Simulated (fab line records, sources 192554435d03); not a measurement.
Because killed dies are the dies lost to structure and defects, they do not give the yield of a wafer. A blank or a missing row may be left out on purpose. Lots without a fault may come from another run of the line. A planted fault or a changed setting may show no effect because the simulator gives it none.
Chamber matching | flow n5_finfet | rie_diel-06 running N5_HKMG_FIN_ETCH_86: 4 sister chambers
The step etches SOC in N2/H2, stops on TiN, target depth 393.2 nm. 4 wafers are shown with their chamber, then 8 later ones without.

## WAFERS PAIRED WITH THEIR CHAMBERS
wafer  | chamber | throttle_valve_pct (%)
L075.1 | 1       | 18.13
L079.5 | 2       | 17.70
L080.6 | 3       | 18.06
L084.1 | 0       | 17.81

## WAFERS WHOSE CHAMBER IS MISSING
wafer  | throttle_valve_pct (%)
L084.2 | 17.70
L084.3 | 17.71
L089.3 | 17.84
L089.5 | 17.84
L089.6 | 17.72
L091.2 | 17.84
L091.5 | 17.74
L091.6 | 17.85

## WHICH CHAMBER EACH WENT THROUGH
wafer  | from the rows above     | in truth
L084.2 | 2                       | 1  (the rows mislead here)
L084.3 | 2                       | 2
L089.3 | 0                       | 0
L089.5 | 0                       | 0
L089.6 | 2                       | 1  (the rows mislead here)
L091.2 | 0                       | 0
L091.5 | can't be placed: 2 or 0 | 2
L091.6 | 0                       | 0
Correctly placed: 5 of 8. Can't be placed from these rows: 1 (the true chamber is among the candidates in 1). Wrongly placed: 2.
How it was worked out, from the rows above alone: a wafer's distance from a chamber is the root of the sum, over the readings, of the square of ((its reading less the chamber's mean) divided by the reading's scatter). If the next closest chamber is less than 2 further off than the closest, the wafer can't be placed; otherwise it belongs to the closest. For every chamber, the mean is computed from those of its wafers that are shown. The scatter: root of mean squared gap, hidden wafer to nearest shown wafer, with one shown wafer a chamber.
